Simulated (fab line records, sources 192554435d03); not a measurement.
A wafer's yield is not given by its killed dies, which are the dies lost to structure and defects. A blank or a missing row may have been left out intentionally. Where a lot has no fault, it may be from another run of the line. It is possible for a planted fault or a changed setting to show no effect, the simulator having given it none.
Matching of chambers :: flow n5Finfet :: N5_BEOL_M10_DESCUM_33 on rieDiel-01: 4 sister chambers
The step chemistry O2, time 7.9 s. 14 wafers are shown with their chamber, then 7 later ones without.

WAFERS WITH THEIR CHAMBER
wafer: L074.1
chamber: 0
showerheadPlenumPTorr (Torr): 2.14
throttleValvePct (%): 20.46
oesProductAu (a.u.): 0.91

wafer: L074.5
chamber: 1
showerheadPlenumPTorr (Torr): 2.15
throttleValvePct (%): 20.89
oesProductAu (a.u.): 0.67

wafer: L074.6
chamber: 0
showerheadPlenumPTorr (Torr): 2.14
throttleValvePct (%): 20.46
oesProductAu (a.u.): 0.90

wafer: L075.3
chamber: 1
showerheadPlenumPTorr (Torr): 2.15
throttleValvePct (%): 20.89
oesProductAu (a.u.): 0.67

wafer: L075.4
chamber: 2
showerheadPlenumPTorr (Torr): 2.27
throttleValvePct (%): 20.69
oesProductAu (a.u.): 0.94

wafer: L075.6
chamber: 0
showerheadPlenumPTorr (Torr): 2.14
throttleValvePct (%): 20.46
oesProductAu (a.u.): 0.90

wafer: L079.2
chamber: 2
showerheadPlenumPTorr (Torr): 2.27
throttleValvePct (%): 20.72
oesProductAu (a.u.): 0.92

wafer: L079.3
chamber: 0
showerheadPlenumPTorr (Torr): 2.14
throttleValvePct (%): 20.49
oesProductAu (a.u.): 0.88

wafer: L079.6
chamber: 3
showerheadPlenumPTorr (Torr): 2.11
throttleValvePct (%): 20.31
oesProductAu (a.u.): 0.74

wafer: L089.2
chamber: 2
showerheadPlenumPTorr (Torr): 2.26
throttleValvePct (%): 20.75
oesProductAu (a.u.): 0.87

wafer: L089.3
chamber: 0
showerheadPlenumPTorr (Torr): 2.13
throttleValvePct (%): 20.50
oesProductAu (a.u.): 0.85

wafer: L089.5
chamber: 0
showerheadPlenumPTorr (Torr): 2.13
throttleValvePct (%): 20.50
oesProductAu (a.u.): 0.85

wafer: L090.2
chamber: 3
showerheadPlenumPTorr (Torr): 2.10
throttleValvePct (%): 20.34
oesProductAu (a.u.): 0.72

wafer: L090.5
chamber: 1
showerheadPlenumPTorr (Torr): 2.14
throttleValvePct (%): 20.43
oesProductAu (a.u.): 0.92

SIGNATURES, as means of the wafers listed above
reading: showerheadPlenumPTorr
chamber 0: 2.1367
chamber 1: 2.1467
chamber 2: 2.2667
chamber 3: 2.1050
scatter within a chamber: 0.00563

reading: throttleValvePct
chamber 0: 20.4783
chamber 1: 20.7367
chamber 2: 20.7200
chamber 3: 20.3250
scatter within a chamber: 0.121

reading: oesProductAu
chamber 0: 0.8817
chamber 1: 0.7533
chamber 2: 0.9100
chamber 3: 0.7300
scatter within a chamber: 0.0692
Rule: a wafer lies at a distance from a chamber equal to the root of the sum of squares, over the readings, of (its reading less the chamber's mean, divided by the reading's scatter). If the next closest chamber is less than 2 further off than the closest, the wafer can't be placed; otherwise it belongs to the closest. The scatter: the root of (the sum of the squares of (reading less its chamber's mean) over the shown wafers, divided by (wafers less chambers)).

WAFERS WITHOUT THEIR CHAMBER
wafer: L090.6
showerheadPlenumPTorr (Torr): 2.13
throttleValvePct (%): 20.52
oesProductAu (a.u.): 0.84

wafer: L091.2
showerheadPlenumPTorr (Torr): 2.25
throttleValvePct (%): 20.77
oesProductAu (a.u.): 0.87

wafer: L091.5
showerheadPlenumPTorr (Torr): 2.10
throttleValvePct (%): 20.34
oesProductAu (a.u.): 0.71

wafer: L091.6
showerheadPlenumPTorr (Torr): 2.13
throttleValvePct (%): 20.55
oesProductAu (a.u.): 0.83

wafer: L097.1
showerheadPlenumPTorr (Torr): 2.25
throttleValvePct (%): 20.80
oesProductAu (a.u.): 0.84

wafer: L097.3
showerheadPlenumPTorr (Torr): 2.13
throttleValvePct (%): 20.45
oesProductAu (a.u.): 0.87

wafer: L097.6
showerheadPlenumPTorr (Torr): 2.09
throttleValvePct (%): 20.36
oesProductAu (a.u.): 0.70

CHAMBER TAKEN BY EACH
wafer: L090.6
from the rows above: 0
in truth: 0

wafer: L091.2
from the rows above: 2
in truth: 2

wafer: L091.5
from the rows above: 3
in truth: 3

wafer: L091.6
from the rows above: can't be placed: 0 or 1
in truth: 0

wafer: L097.1
from the rows above: 2
in truth: 2

wafer: L097.3
from the rows above: 0
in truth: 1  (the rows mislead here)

wafer: L097.6
from the rows above: 3
in truth: 3
5 of 7 placed correctly. These rows do not allow placing 1 (true chamber among the candidates in 1). Placed wrongly: 1.
